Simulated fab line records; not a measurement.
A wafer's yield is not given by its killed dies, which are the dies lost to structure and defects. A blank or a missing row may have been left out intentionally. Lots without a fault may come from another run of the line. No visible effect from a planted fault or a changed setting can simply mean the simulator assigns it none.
A struck lot beside a sound one + flow nand_harc + 13 out of 1302 route steps
Sound: the wafers L832.2, L832.4, L832.5. Struck: wafers L840.2, L840.4, L840.6. At the end, the cause is stated.
At each step with rows: each side's tool, then ch and its chambers, then its first start. Under that, the readings that differ: sound wafers + struck wafers + difference of the means + sigmas: that difference in standard deviations of wafers without a fault.
alike: same words and numbers on both sides, and readings whose means sit less than 2 such deviations apart. not compared: any withheld reading, any reading some wafer has no value for, any bound like >300 that may hide the same value, and any number with overlapping values for which the record gives no deviation.
The two part at a step that has a row with sigmas, a row that says differs or no value, or rows on one side only. When numbers do not overlap yet have no deviation, they are printed without sigmas and do not part them. Lack of a reading on every wafer of one side parts them only where that side has two or more wafers.

NHARC_P_M1_INSPECT_27:
  struck on defect_inspect-02, day 14 04:55; sound on defect_inspect-02, day 10 22:12
  alike: raw_defect_count
NHARC_P_M1_PRE_CLEAN_32: time 12 s.
  sound on pecvd-01 ch 1,2, day 10 22:17; struck on pecvd-02 ch 0,1,2, day 14 05:00
  alike: heater_power_w
NHARC_P_M1_DEP_33: deposits SiCN, target thk 30 nm.
  sound on pecvd-01 ch 1,2, day 10 22:23; struck on pecvd-02 ch 0,1,2, day 14 05:08
  alike: heater_power_w, showerhead_vpp_V
then, 8 steps without rows for these wafers: NHARC_P_M2_DEP_00 (deposits SiOC, target thk 182.5 nm); NHARC_P_M2_DEHYDRATE_01 (time 120 s); NHARC_P_M2_HMDS_02 (time 30 s); NHARC_P_M2_COAT_34 (time 65 s); NHARC_P_M2_COAT_03 (resist thk 90 nm); NHARC_P_M2_SOFTBAKE_04 (time 55 s); NHARC_P_M2_EBR_05; NHARC_P_M2_EXPOSE_06 (exposes mask P M2, target cd 170 nm).
NHARC_P_M2_PEB_07: peb time 65 s.
  struck on litho_track-04, day 14 06:13; sound on litho_track-04 ch 0, day 10 23:31
  no value came back on the struck wafers for chill_plate_temp_C (C), exhaust_pa (Pa); on the sound wafers chill_plate_temp_C (C) reads 22.90 22.95 23.00
then, 1 step without rows for these wafers: NHARC_P_M2_DEVELOP_08 (develop time 35 s).

WHERE THEY PART
Within this record, at NHARC_P_M2_PEB_07 only.

WHY: the cause the simulator had injected
Entire step skipped (litho_track-04, NHARC_P_M2_PEB_07), from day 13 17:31 onward. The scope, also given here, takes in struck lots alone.
